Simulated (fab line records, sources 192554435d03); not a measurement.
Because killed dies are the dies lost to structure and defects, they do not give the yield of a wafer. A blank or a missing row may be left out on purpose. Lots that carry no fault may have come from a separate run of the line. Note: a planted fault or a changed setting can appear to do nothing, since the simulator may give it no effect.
Split-lot experiment -- flow n5-finfet -- 21 wafers read across 7 lots, on a route 1938 steps long

== ON THE SPLIT ==
At N5_BEOL_M11_COAT_63 (time 60 s, resist thk 100 nm), the setting spin-rpm was moved away from the recipe's 1500 rpm on 5 of the 21 wafers read, by -8.1% to +8.7%. For the rest of the wafers, this setting stayed at what the recipe calls for.

== FROM THE SPLIT TO THE READING: what the file shows between them, 4 steps ==
- N5_BEOL_M11_COAT_64: time 60 s, resist thk 30 nm
- N5_BEOL_M11_COAT_22: resist thk 90 nm
- N5_BEOL_M11_DESCUM_33: chemistry O2, time 7.9 s
- N5_BEOL_M11_ETCH_65: etches SiARC in CF4, target depth 39 nm, time 65 s

== THE READING ==
etch.depth-nm (the simulator's own value, which no gauge read), in nm, at N5_BEOL_M11_ETCH_66 (etches SOC in N2/H2, target depth 120 nm, overetch 24 nm, time 180 s). No usual value for it is given in the file. The 16 wafers here that ran the recipe average 100.03 nm, standard deviation 0.21 nm.

wafer,"tool, chamber at the split","spin-rpm as run, rpm",against the recipe,"etch.depth-nm, nm",against lot-mates on the recipe
L080.1,"litho-track-01, 0",1597,+6.5%,97.33,-2.87
L080.3,"litho-track-01, 0",1597,+6.5%,97.05,-3.15
L080.5,"litho-track-01, 0",1500,recipe,100.2,-
L083.4,"litho-track-01, 0",1500,recipe,99.82,-
L083.5,"litho-track-01, 0",1500,recipe,99.52,-
L083.6,"litho-track-01, 0",1500,recipe,99.95,-
L086.4,"litho-track-03, 0",1500,recipe,99.77,-
L086.5,"litho-track-03, 0",1630,+8.7%,95.63,-4.14
L086.6,"litho-track-03, 0",1630,+8.7%,95.79,-3.98
L090.2,"litho-track-05, 0",1500,recipe,100,-
L090.3,"litho-track-05, 0",1500,recipe,99.77,-
L090.4,"litho-track-05, 0",1378,-8.1%,104,+4.12
L093.1,"litho-track-05, 0",1500,recipe,100.2,-
L093.2,"litho-track-05, 0",1500,recipe,100.3,-
L093.5,"litho-track-05, 0",1500,recipe,100.3,-
L096.1,"litho-track-01, 0",1500,recipe,100.1,-
L096.3,"litho-track-01, 0",1500,recipe,100.1,-
L096.2,"litho-track-01, 0",1500,recipe,100.2,-
L097.3,"litho-track-03, 0",1500,recipe,100.2,-
L097.4,"litho-track-03, 0",1500,recipe,100.1,-
L097.5,"litho-track-03, 0",1500,recipe,99.91,-

THE FIT
A straight line over all 21 wafers: etch.depth-nm changes by -0.481 nm for each +1% of spin-rpm; r = -0.99; the points scatter about the line by 0.23 nm.
The same after taking each lot's own level away (the mean of its wafers on the recipe; 21 wafers): -0.478 nm for each +1%; r = -1.00; scatter 0.12 nm.
That fit puts the effect of the largest move of spin-rpm on the reading at 4.1 nm.
The lots' own levels span 99.763 to 100.267 nm, that is 2.3 times the standard deviation above.
Hence the lot-to-lot level has little effect on the slope; both slopes agree.
Check: -4.11 nm against its lot-mates is what the line predicts for one of the wafers moved furthest among these (+8.7%) when that wafer is left out of the fit. Against them it came out at -4.14 nm.

== THE OTHER SPLITS THESE WAFERS WENT THROUGH ==
Other splits were also applied to these wafers ahead of the reading. Each is held against what the fit with the lots' levels taken away leaves over:
other split on the same wafers,wafers away from the commonest value,r with etch.depth-nm (lot level and that fit taken away)
N5_BEOL_M9_TRENCH_ETCH_37 bias-w,2,+0.18
N5_BEOL_M11_PECVD_70 time-s,7,+0.13
N5_BEOL_M11_COAT_05 spin-rpm,9,+0.07
N5_BEOL_M11_DESCUM_16 time-s,6,-0.07

== THE WHOLE CHAIN: every reading that the file lists as answering this split, in the file's order ==
step,what it does,reading,change (the file's fit),r (the file's)
N5_BEOL_M11_COAT_63,"time 60 s, resist thk 100 nm","SOC_of_BEOL_M11_COAT_63.thk-nm (the simulator's own value, which no gauge read)",-0.482 nm for each +1% of the setting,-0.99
N5_BEOL_M11_ETCH_66,"etches SOC in N2/H2, target depth 120 nm, overetch 24 nm, time 180 s","etch.depth-nm (the simulator's own value, which no gauge read)",-0.481 nm for each +1% of the setting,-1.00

== FILE'S OWN FIT ==
etch.depth-nm changes by -0.481 nm for each +1% of spin-rpm, r = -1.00.
